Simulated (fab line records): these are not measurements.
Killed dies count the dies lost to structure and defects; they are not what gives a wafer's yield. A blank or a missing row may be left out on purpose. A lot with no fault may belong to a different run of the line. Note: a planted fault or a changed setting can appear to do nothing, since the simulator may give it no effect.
Lot-split experiment	flow n5 finfet	7 lots, 21 wafers read, on a route of 1938 steps

== THE SPLIT ==
At N5_MOL_CONTACT_COAG_COAT_64 (time 60 s, resist thk 10 nm), the setting spin rpm was moved away from the recipe's 1500 rpm on 7 of the 21 wafers read, by -8.4% to +9.5%. All remaining wafers had this setting at the recipe value.

== FROM THE SPLIT TO THE READING: what the file shows between them, 3 steps ==
- N5_MOL_CONTACT_COAG_COAT_34: resist thk 40 nm
- N5_MOL_CONTACT_COAG_EBR_36
- N5_MOL_CONTACT_COAG_DESCUM_45: chemistry O2, time 7 s

== THE READING ==
etch.depth nm (the simulator's own value, which no gauge read), in nm, at N5_MOL_CONTACT_COAG_ETCH_65 (etches underlayer in N2/H2, target depth 13 nm, time 10.4 s). No usual value for it is given in the file. Here, 14 wafers ran the recipe; their average is 9.994 nm with a standard deviation of 0.022 nm.

wafer	tool, chamber at the split	spin rpm as run, rpm	against the recipe	etch.depth nm, nm	against lot-mates on the recipe
L074.2	litho track-05, 0	1500	recipe	9.954	-
L074.3	litho track-05, 0	1374	-8.4%	10.41	+0.447
L074.6	litho track-05, 0	1500	recipe	9.971	-
L081.3	litho track-05, 0	1500	recipe	10	-
L081.4	litho track-05, 0	1500	recipe	10.02	-
L081.6	litho track-05, 0	1643	+9.5%	9.553	-0.457
L084.1	litho track-02, 0	1500	recipe	9.978	-
L084.3	litho track-02, 0	1500	recipe	9.975	-
L084.4	litho track-02, 0	1500	recipe	9.982	-
L087.1	litho track-03, 0	1555	+3.7%	9.828	no lot-mate on the recipe
L087.2	litho track-03, 0	1555	+3.7%	9.813	no lot-mate on the recipe
L087.5	litho track-03, 0	1555	+3.7%	9.801	no lot-mate on the recipe
L090.2	litho track-02, 0	1500	recipe	10	-
L090.5	litho track-02, 0	1423	-5.1%	10.25	+0.250
L090.6	litho track-02, 0	1423	-5.1%	10.26	+0.260
L091.1	litho track-05, 0	1500	recipe	10.01	-
L091.3	litho track-05, 0	1500	recipe	10	-
L091.6	litho track-05, 0	1500	recipe	10.04	-
L093.2	litho track-05, 0	1500	recipe	10.02	-
L093.3	litho track-05, 0	1500	recipe	9.98	-
L093.4	litho track-05, 0	1500	recipe	9.986	-

THE FIT
A straight line over all 21 wafers: etch.depth nm changes by -0.0486 nm for each +1% of spin rpm; r = -0.99; the points scatter about the line by 0.021 nm.
The same after taking each lot's own level away (the mean of its wafers on the recipe; 18 wafers): -0.05 nm for each +1%; r = -1.00; scatter 0.014 nm.
Per that fit: largest spin rpm move, reading shift of 0.48 nm.
Across the lots, their own levels run from 9.9625 to 10.0167 nm, a range of 2.4 times the standard deviation given above.
The two slopes are in agreement: the lot-to-lot level therefore moves the slope only a little.
Check: with one of the wafers moved furthest among these (+9.5%) left out of the fit, the line predicts -0.495 nm for it against its lot-mates. It came out at -0.457 nm against them.

== OTHER SPLITS APPLIED TO THESE WAFERS ==
Other splits were also applied to these wafers ahead of the reading. Each is held against what the fit with the lots' levels taken away leaves over:
other split on the same wafers	wafers away from the commonest value	r with etch.depth nm (lot level and that fit taken away)
N5_GATE_CUT_COAT_27 spin rpm	6	+0.40
N5_MOL_CONTACT_COAG_COAT_76 spin rpm	9	-0.03
N5_MOL_CONTACT_COAG_ETCH_47 over etch frac	10	-0.24

== THE WHOLE CHAIN: every reading that the file lists as answering this split, in the file's order ==
step	what it does	reading	change (the file's fit)	r (the file's)
N5_MOL_CONTACT_COAG_COAT_64	time 60 s, resist thk 10 nm	underlayer_of_MOL_CONTACT_COAG_COAT_64.thk nm (the simulator's own value, which no gauge read)	-0.0437 nm for each +1% of the setting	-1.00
N5_MOL_CONTACT_COAG_ETCH_65	etches underlayer in N2/H2, target depth 13 nm, time 10.4 s	etch rf on time s	withheld for each +1% of the setting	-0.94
N5_MOL_CONTACT_COAG_ETCH_65	etches underlayer in N2/H2, target depth 13 nm, time 10.4 s	etch.depth nm (the simulator's own value, which no gauge read)	-0.05 nm for each +1% of the setting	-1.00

== FILE'S OWN FIT ==
etch.depth nm changes by -0.05 nm for each +1% of spin rpm, r = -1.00.
